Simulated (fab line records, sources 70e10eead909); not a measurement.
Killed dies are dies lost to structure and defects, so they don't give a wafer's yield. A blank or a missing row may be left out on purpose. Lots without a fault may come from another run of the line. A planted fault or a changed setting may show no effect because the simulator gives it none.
Chamber matching | flow nand_harc | NHARC_A_CHANNEL_HOLE_D2_DEP_01 on pecvd-04: 3 sister chambers
The step deposits SiON, target thk 140 nm. 6 wafers are shown with their chamber, then 7 later ones without.

WAFERS WITH THEIR CHAMBER
wafer  | chamber | heater_power_w (W) | heater_power_outer_w (W)
L088.3 | 0       | 810                | 442
L088.5 | 0       | 823                | 448
L087.1 | 2       | 755                | 416
L087.6 | 2       | 747                | 424
L092.2 | 1       | 720                | 436
L092.4 | 1       | 728                | 447

WAFERS WITHOUT THEIR CHAMBER
wafer  | heater_power_w (W) | heater_power_outer_w (W)
L092.6 | 904                | 522
L097.2 | 920                | 520
L097.3 | 830                | 452
L097.4 | 913                | 546
L095.1 | 901                | 533
L095.3 | 711                | 469
L095.5 | 708                | 459

WHICH CHAMBER EACH WENT THROUGH
wafer  | from the rows above | in truth
L092.6 | 0                   | 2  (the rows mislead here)
L097.2 | 0                   | 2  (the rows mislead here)
L097.3 | 0                   | 0
L097.4 | 0                   | 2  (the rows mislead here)
L095.1 | 0                   | 0
L095.3 | 1                   | 1
L095.5 | 1                   | 1
Placed correctly: 4 of 7. Can't be placed from these rows: 0. Placed wrongly: 3.
How it was worked out, from the rows above alone: a wafer's distance from a chamber is the root of the sum, over the readings, of the square of ((its reading less the chamber's mean) divided by the reading's scatter). The wafer belongs to the nearest chamber; if the next one is less than 2 further off, it can't be placed. A chamber's mean is the mean of its shown wafers. The scatter: the root of (the sum of the squares of (reading less its chamber's mean) over the shown wafers, divided by (wafers less chambers)).
